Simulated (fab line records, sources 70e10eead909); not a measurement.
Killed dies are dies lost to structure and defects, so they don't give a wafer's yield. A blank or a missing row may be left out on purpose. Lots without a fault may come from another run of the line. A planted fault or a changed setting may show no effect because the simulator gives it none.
Chamber matching | flow nand_harc | NHARC_A_DECK1_JOINT_DEP_16 on pecvd-01: 3 sister chambers
The step deposits SiO2, target thk 45 nm. 14 wafers are shown with their chamber, then 7 later ones without.

WAFERS WITH THEIR CHAMBER
wafer  | chamber | throttle_valve_pct (%) | heater_power_w (W) | flow_sccm (sccm)
L196.1 | 1       | 16.6                   | 503                | 2636
L196.2 | 0       | 15.4                   | 582                | 2653
L196.5 | 1       | 16.6                   | 495                | 2648
L202.4 | 1       | 16.5                   | 538                | 2649
L202.5 | 2       | 15.6                   | 460                | 2642
L202.6 | 0       | 14.6                   | 556                | 2658
L204.2 | 1       | 16.2                   | 470                | 2656
L204.3 | 0       | 14.6                   | 609                | 2650
L204.5 | 1       | 16.2                   | 485                | 2663
L206.2 | 0       | 15.0                   | 551                | 2664
L206.3 | 1       | 16.5                   | 489                | 2647
L206.6 | 1       | 16.3                   | 495                | 2643
L208.4 | 0       | 14.8                   | 524                | 2651
L208.5 | 1       | 16.3                   | 602                | 2671

SIGNATURES (means of the wafers above)
reading            | chamber 0 | chamber 1 | chamber 2 | scatter within a chamber
throttle_valve_pct | 14.880    | 16.400    | 15.600    | 0.243
heater_power_w     | 564.40    | 509.62    | 460.00    | 38.8
flow_sccm          | 2655.20   | 2651.62   | 2642.00   | 9.62
Rule: a wafer's distance from a chamber is the root of the sum, over the readings, of the square of ((its reading less the chamber's mean) divided by the reading's scatter). The wafer belongs to the nearest chamber; if the next one is less than 2 further off, it can't be placed. The scatter: the root of (the sum of the squares of (reading less its chamber's mean) over the shown wafers, divided by (wafers less chambers)).

WAFERS WITHOUT THEIR CHAMBER
wafer  | throttle_valve_pct (%) | heater_power_w (W) | flow_sccm (sccm)
L208.6 | 15.8                   | 422                | 2648
L216.2 | 14.8                   | 597                | 2636
L216.4 | 14.8                   | 595                | 2638
L216.5 | 16.5                   | 619                | 2645
L217.2 | 16.3                   | 558                | 2640
L217.4 | 15.1                   | 536                | 2644
L217.6 | 15.9                   | 414                | 2659

WHICH CHAMBER EACH WENT THROUGH
wafer  | from the rows above     | in truth
L208.6 | can't be placed: 2 or 1 | 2
L216.2 | 0                       | 0
L216.4 | 0                       | 0
L216.5 | 1                       | 1
L217.2 | 1                       | 1
L217.4 | can't be placed: 0 or 2 | 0
L217.6 | can't be placed: 2 or 1 | 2
Placed correctly: 4 of 7. Can't be placed from these rows: 3 (the true chamber is among the candidates in 3). Placed wrongly: 0.
